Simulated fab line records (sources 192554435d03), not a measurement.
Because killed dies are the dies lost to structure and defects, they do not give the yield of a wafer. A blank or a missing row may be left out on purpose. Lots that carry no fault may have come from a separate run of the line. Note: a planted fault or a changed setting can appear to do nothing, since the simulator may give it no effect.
Matching of chambers    flow n5_finfet    uv_cure-03 running N5_BEOL_M7_CURE_75: 3 sister chambers
The step cures SiCOH lowk, time 120 s. 6 wafers are shown with their chamber, then 12 later ones without.

== EACH WAFER AND ITS CHAMBER ==
wafer   chamber  wafer_temp_C_max  lamp_power_pct (%)
L082.5  1        370.9             52.28
L082.6  1        371.1             52.13
L085.3  2        372.5             52.24
L085.4  2        373.0             52.34
L086.3  0        371.4             52.36
L086.5  0        371.9             52.28

== WAFERS WITHOUT THEIR CHAMBER ==
wafer   wafer_temp_C_max  lamp_power_pct (%)
L091.1  370.9             52.29
L091.3  370.8             52.26
L091.6  371.2             52.31
L092.1  373.6             52.28
L092.4  373.0             52.39
L092.6  371.7             52.35
L094.1  370.8             52.39
L094.2  371.1             52.35
L094.5  371.2             52.36
L096.1  372.2             52.36
L096.2  372.5             52.31
L096.6  372.1             52.28

== THE CHAMBER EACH PASSED THROUGH ==
wafer    from the rows above       in truth
L091.1   can't be placed: 1 or 0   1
L091.3   can't be placed: 1 or 0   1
L091.6   can't be placed: 1 or 0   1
L092.1   2                         2
L092.4   2                         2
L092.6   0                         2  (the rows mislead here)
L094.1   can't be placed: 1 or 0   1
L094.2   can't be placed: 1 or 0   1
L094.5   can't be placed: 0 or 1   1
L096.1   can't be placed: 0 or 2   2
L096.2   can't be placed: 2 or 0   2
L096.6   can't be placed: 0 or 2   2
Correct placement for 2 of the 12. From these rows, 9 cannot be placed; in 9 the true chamber is one of the candidates. Number placed wrongly: 1.
How it was worked out, from the rows above alone: a wafer's distance from a chamber is the root of the sum, over the readings, of the square of ((its reading less the chamber's mean) divided by the reading's scatter). The wafer belongs to the nearest chamber; if the next one is less than 2 further off, it can't be placed. Each chamber's mean is taken over the wafers shown for it. How the scatter is found: for the shown wafers, subtract from each reading the mean of its chamber, square and add these, divide the total by (wafers less chambers), then take the root.
